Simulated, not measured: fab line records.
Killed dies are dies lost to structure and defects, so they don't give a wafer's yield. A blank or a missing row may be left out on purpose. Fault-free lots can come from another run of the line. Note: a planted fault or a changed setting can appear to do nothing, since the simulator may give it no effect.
Struck lot and sound lot, side by side ; flow nandHarc ; 42 out of 1159 route steps
Sound: the wafers L728.1, L728.2, L728.5. Struck: wafers L746.2, L746.5, L746.6. Last of all comes the cause.
Per side, at each step with rows, come the tool, then ch with its chambers, and then its first start. Under that, the readings that differ: sound wafers ; struck wafers ; difference of the means ; sigmas: that difference in standard deviations of wafers without a fault.
alike: a reading whose means differ by less than 2 such deviations, as well as words and numbers matching on both sides. not compared: withheld readings; readings where some wafer has no value; bounds like >300 that might hide an equal value; numbers whose values overlap and for which the record gives no deviation.
The two part at a step that has a row with sigmas, a row that says differs or no value, or rows on one side only. Non-overlapping numbers with no deviation appear without sigmas and do not part them. Lack of a reading on every wafer of one side parts them only where that side has two or more wafers.

first, 4 steps without rows for these wafers: NHARC_A_CONTACT_DESCUM_47 (chemistry O2, time 3 s); NHARC_A_CONTACT_ETCH_48 (etches the open film in CF4, target depth 39 nm, time 65 s); NHARC_A_CONTACT_ETCH_49 (etches the open film in N2/H2, target depth 260 nm, time 475.3 s); NHARC_A_CONTACT_ETCH_50 (etches the open film in CF4/CHF3, target depth 84.7 nm, time 42.4 s).
NHARC_A_CONTACT_ETCH_51: etches the open film in O2/COS, target depth 3600 nm, time 936 s.
  sound: rieDiel-13 ch 0,1,3; struck: rieDiel-07 ch 0,2,3
  alike: cosFlowSccm, drypumpMotorCurrentA, oesProductAu, rfVppV, showerheadPlenumPTorr, throttleValvePct
  not compared: rfHoursCounterH
then, 1 step without rows for these wafers: NHARC_A_CONTACT_ETCH_111 (etches the open film in C4F8/O2/Ar, time 140 s, target depth 700 nm).
NHARC_A_CONTACT_ETCH_112: etches the open film in C4F8/O2/Ar, time 94 s, target depth 922 nm.
  sound on harCapEtch-03 ch 0,1, day 16 20:23; struck on harCapEtch-02 ch 0,1, day 20 23:06
  not compared: rfHoursCounterH
then, 5 steps without rows for these wafers: NHARC_A_CONTACT_ETCH_113 (etches the open film in C4F8/O2/Ar, time 94 s, target depth 922 nm); NHARC_A_CONTACT_ETCH_114 (etches the open film in C4F8/O2/Ar, time 94 s, target depth 922 nm); NHARC_A_CONTACT_ETCH_115 (etches the open film in C4F8/O2/Ar, time 94 s, target depth 922 nm); NHARC_A_CONTACT_ETCH_116 (etches the open film in C4F8/O2/Ar, time 94 s, target depth 922 nm); NHARC_A_CONTACT_ETCH_117 (etches the open film in C4F8/O2/Ar, time 94 s, target depth 922 nm).
NHARC_A_CONTACT_ETCH_118: etches the open film in C4F8/O2/Ar, time 94 s, target depth 922 nm.
  sound on harCapEtch-03 ch 0,1, day 16 20:56; struck on harCapEtch-02 ch 0,1, day 20 23:39
  not compared: rfHoursCounterH
then, 2 steps without rows for these wafers: NHARC_A_CONTACT_ETCH_119 (etches the open film in C4F8/O2/Ar, time 94 s, target depth 922 nm); NHARC_A_CONTACT_ETCH_120 (etches the open film in C4F8/O2/Ar, time 94 s, target depth 922 nm).
NHARC_A_CONTACT_ETCH_121: etches the open film in C4F8/O2/Ar, time 94 s, target depth 922 nm.
  sound on harCapEtch-03 ch 0,1, day 16 21:12; struck on harCapEtch-02 ch 0,1, day 20 23:56
  not compared: rfHoursCounterH
then, 1 step without rows for these wafers: NHARC_A_CONTACT_ETCH_122 (etches the open film in C4F8/O2/Ar, time 95 s, target depth 930 nm).
NHARC_A_CONTACT_ETCH_123: etches the open film in C4F8/O2/Ar, time 253 s, target depth 1090 nm.
  sound on harCapEtch-03 ch 0,1, day 16 21:23; struck on harCapEtch-02 ch 0,1, day 21 00:07
  not compared: rfHoursCounterH
then, 2 steps without rows for these wafers: NHARC_A_CONTACT_ETCH_90 (etches the open film in CH3F/O2, target depth 40 nm, time 85.7 s); NHARC_A_CONTACT_ETCH_96 (etches the open film in C4F6/O2, target depth 20 nm, time 10 s).
NHARC_A_CONTACT_CD_MEAS_53:
  sound: cdSem-02 at day 16 22:13; struck: cdSem-02 at day 21 00:58
  alike: cdNm
then, 3 steps without rows for these wafers: NHARC_A_CONTACT_STRIP_99 (strips in N2/H2); NHARC_A_CONTACT_STRIP_100 (strips in CF4/CHF3); NHARC_A_CONTACT_STRIP_101 (strips in O2/COS).
NHARC_A_CONTACT_ETCH_102: etches the open film in CF4/O2, target depth 70 nm, overetch 7 nm, time 38.5 s.
  sound on rieDiel-13 ch 0,1,3, day 16 22:30; struck on rieDiel-13 ch 0,1,3, day 21 01:16
  alike: drypumpMotorCurrentA, oes_ar_750_au, oesProductAu, rfVppV, showerheadPlenumPTorr, throttleValvePct
  not compared: rfHoursCounterH
then, 14 steps without rows for these wafers: NHARC_A_CONTACT_STRIP_55 (strips in O2); NHARC_A_CONTACT_STRIP_56 (strips in post etch residue remover, time 600 s); NHARC_A_CONTACT_DEP_57 (deposits aC, target thk 2800 nm); NHARC_A_CONTACT_DEP_58 (deposits SiON, target thk 60 nm); NHARC_A_CONTACT_DEHYDRATE_59 (time 120 s); NHARC_A_CONTACT_HMDS_60 (time 30 s); NHARC_A_CONTACT_COAT_61 (time 75 s); NHARC_A_CONTACT_COAT_62 (time 65 s); NHARC_A_CONTACT_COAT_63 (resist thk 90 nm); NHARC_A_CONTACT_SOFTBAKE_64 (time 55 s); NHARC_A_CONTACT_EBR_65; NHARC_A_CONTACT_EXPOSE_66 (exposes mask A CC 2); NHARC_A_CONTACT_PEB_67 (peb time 65 s); NHARC_A_CONTACT_DEVELOP_68 (develop time 35 s).
NHARC_A_CONTACT_CD_MEAS_69: target cd 200 nm.
  sound on cdSem-02 ch 0, day 17 02:25; struck on cdSem-03 ch 0, day 21 10:34
  alike: cdNm
NHARC_A_CONTACT_OVL_MEAS_70:
  sound: overlay-01 at day 17 02:30; struck: overlay-01 at day 21 10:39
  alike: overlayXNm, overlayYNm
-- break in the record here, with 3 days between the starts of the struck wafers on either side (left off in module A_CONTACT, picked up again in module END, where the first step shown is number 1159 on the route) --
NHARC_END_SORT_01:
  at this point the record logs the struck wafers (prober-02 ch 0, day 24 15:17) and has no rows for the sound ones

## WHERE THEY PART
Only at NHARC_END_SORT_01, as far as this record shows.

WHY: the cause the simulator had injected
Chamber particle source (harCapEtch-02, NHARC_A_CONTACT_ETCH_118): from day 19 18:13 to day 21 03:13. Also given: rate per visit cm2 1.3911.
